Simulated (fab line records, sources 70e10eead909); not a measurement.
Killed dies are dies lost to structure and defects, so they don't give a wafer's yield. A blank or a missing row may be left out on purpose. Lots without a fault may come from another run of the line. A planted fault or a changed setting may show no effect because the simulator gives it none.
Problem report in the 8D (eight disciplines) form, filled by code | flow nand_harc | the parts of the form that need people (team, actions taken, sign-off) are left out

1. THE PROBLEM
thk_nm at NHARC_A_ONON_D1_THK_MEAS_14 reads a mean of 1518 nm on 6 wafers of 2 lots; wafers without a fault read 998 nm with a standard deviation of 12. That is +43 standard deviations from the usual mean.
The step: measures by ellipsometry.
First seen on wafer L576.2, day 8 22:38, on film_metro-01. The record holds 36 wafers of 12 lots with a number at this step. Rule for "out", or "out of limits": more than 4 standard deviations from the usual mean. The other wafers with a number count as sound.

2. WHAT IT IS AND WHAT IT IS NOT
question                    | is                     | is not
which readings at this step | thk_nm                 | -
which lots                  | L576, L578             | L575, L579, L582, L584, L585, L589, L590, L592, L593, L594
which wafers of those lots  | all that have a number | -
read on which gauges        | film_metro-01          | film_metro-02
when                        | from day 8 22:38       | up to then (3 sound wafers); but 27 sound wafers of L579, L582, L584, L585, L589, L590, L592, L593, L594 came after

3. SUSPECTS, AND WHAT RULES EACH OUT
Counting: a tool at a process step up to the reading stays a suspect if it ran every lot that is out and no sound lot after the first of them.
- the gauge at NHARC_A_ONON_D1_THK_MEAS_14: kept. All the wafers that are out were read on film_metro-01, and no step on other tools shows them out.
- pecvd_onon-04 at NHARC_A_ONON_D1_DEP_12 (target thk 1000 nm): ruled out as a lasting fault. Sound lots L589, L592, L593 ran on it after its first lot that is out, L576 (day 8 22:10).
Left after counting: film_metro-01 at NHARC_A_ONON_D1_THK_MEAS_14.

4. THE CAUSE (what the simulator had put in)
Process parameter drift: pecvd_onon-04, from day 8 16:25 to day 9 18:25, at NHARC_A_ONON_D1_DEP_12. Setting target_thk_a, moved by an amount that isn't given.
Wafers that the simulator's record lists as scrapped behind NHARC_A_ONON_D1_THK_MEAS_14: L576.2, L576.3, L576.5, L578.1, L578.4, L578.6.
Counting ruled it out, wrongly: the rule takes a fault to strike every lot that its tool runs from its start on, and this one did not.

5. THE CHAIN OF EFFECTS, in route order
Each row: a reading whose mean over the struck wafers that have a number lies more than 3 standard deviations from the usual. Only readings for which the record gives a usual standard deviation are gone through. hours: the time from each lot's start at the first step in this table that gives one to its start at this step, as a median over the lots. sigmas: the change in usual standard deviations.
hours | step                        | reading | usual  | on struck wafers | change | sigmas
0     | NHARC_A_ONON_D1_THK_MEAS_14 | thk_nm  | 998 nm | 1518             | +520   | +43

6. WHAT WOULD HAVE CAUGHT IT SOONER
In this record the first reading out of limits at a measuring or inspecting step was taken at day 8 22:38, 6 hours after the fault began at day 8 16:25.
